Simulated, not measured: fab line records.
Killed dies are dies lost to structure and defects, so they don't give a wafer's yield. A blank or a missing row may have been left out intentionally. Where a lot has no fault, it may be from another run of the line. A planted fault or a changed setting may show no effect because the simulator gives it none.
Code-filled problem report in 8D (eight disciplines) form -- flow n5-finfet -- the parts of the form that need people (team, actions taken, sign-off) are left out

== 1. THE ISSUE ==
Mean of etch-rf-on-time-s at N5_GATE_CUT_CUT_ETCH_53: 17.4 s across 2 wafers in 2 lots; on wafers with no fault it is 26.3 s (standard deviation 0.71). That puts it -13 standard deviations away from the usual mean.
The step: etches W in SF6/Cl2, target depth 79.2 nm.
Earliest sighting: wafer L319.4 on rie-metal-03 at day 8 09:03. Wafers with a number at this step in the record: 26, from 9 lots. Rule for "out" (also "out of limits"): further than 4 standard deviations from the usual mean. The other wafers with a number count as sound.

== 2. WHAT IT IS AND WHAT IT IS NOT ==
question,is,is not
which readings at this step,etch-rf-on-time-s,"drypump-motor-current-A, throttle-valve-pct"
which lots,"L319, L322","L306, L307, L310, L313, L324, L325, L327"
which wafers of those lots,"L319.4, L322.6","L319.5, L322.3, L322.5"
read on which tools,rie-metal-03,rie-metal-01
when,from day 8 09:03,"up to then (13 sound wafers); but 11 sound wafers of L322, L324, L325, L327 came after"

== 3. WHAT RULES OUT EACH SUSPECT ==
Counting: a tool at a process step up to the reading stays a suspect if it ran every lot that is out. Sound lots after the first of them don't rule it out here, since some wafers of a struck lot are sound.
- rie-diel-04 at N5_GATE_CUT_ETCH_37 (etches SOC in N2/H2, target depth 60 nm, overetch 12 nm, time 90 s): kept. Ran every lot that is out, first one L319 (day 8 08:43); last sound lot up to then L313 (day 6 17:20).
- rie-diel-04 at N5_GATE_CUT_HM_OPEN_40 (chemistry C4F6/O2, target SiO2, target depth 139 nm, time 85.1 s): kept. Ran every lot that is out, first one L319 (day 8 08:48); last sound lot up to then L313 (day 6 17:26).
- rie-metal-03 at N5_GATE_CUT_CUT_ETCH_53 (etches W in SF6/Cl2, target depth 79.2 nm): kept. Ran every lot that is out, first one L319 (day 8 09:03); last sound lot up to then L313 (day 6 17:40). On those wafers its own readings are out: etch-rf-on-time-s.
Left after counting: rie-diel-04 at N5_GATE_CUT_ETCH_37, rie-diel-04 at N5_GATE_CUT_HM_OPEN_40, rie-metal-03 at N5_GATE_CUT_CUT_ETCH_53.

== 4. THE CAUSE (what the simulator had put in) ==
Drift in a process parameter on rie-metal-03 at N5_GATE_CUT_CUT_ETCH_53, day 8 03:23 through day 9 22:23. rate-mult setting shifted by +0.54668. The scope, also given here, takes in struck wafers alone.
3 suspects survive the count, and this tool is in that group.

== 5. SEQUENCE OF EFFECTS, ordered by route ==
One row per reading whose mean, taken over the struck wafers that have a number, lies over 3 standard deviations from the usual. Only readings whose record carries a usual standard deviation are examined. hours: median over the lots of the time between each lot's start at the first step of this table that gives one and its start at this step. sigmas: the change, counted in usual standard deviations.
hours,step,reading,usual,on struck wafers,change,sigmas
0,N5_GATE_CUT_CUT_ETCH_53,etch-rf-on-time-s,26.3 s,17.4,-8.9,-13
It contains these process steps:
- N5_GATE_CUT_CUT_ETCH_53: etches W in SF6/Cl2, target depth 79.2 nm.
At these later measuring or inspecting steps, every struck wafer for which the step has a row has a number for every such reading, and none has moved that far: N5_BEOL_M4_RC_MEAS_101.

== 6. WHAT WOULD HAVE CAUGHT IT SOONER ==
In this record no reading fell out of limits until day 8 09:03, 6 hours after the fault had begun at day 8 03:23.
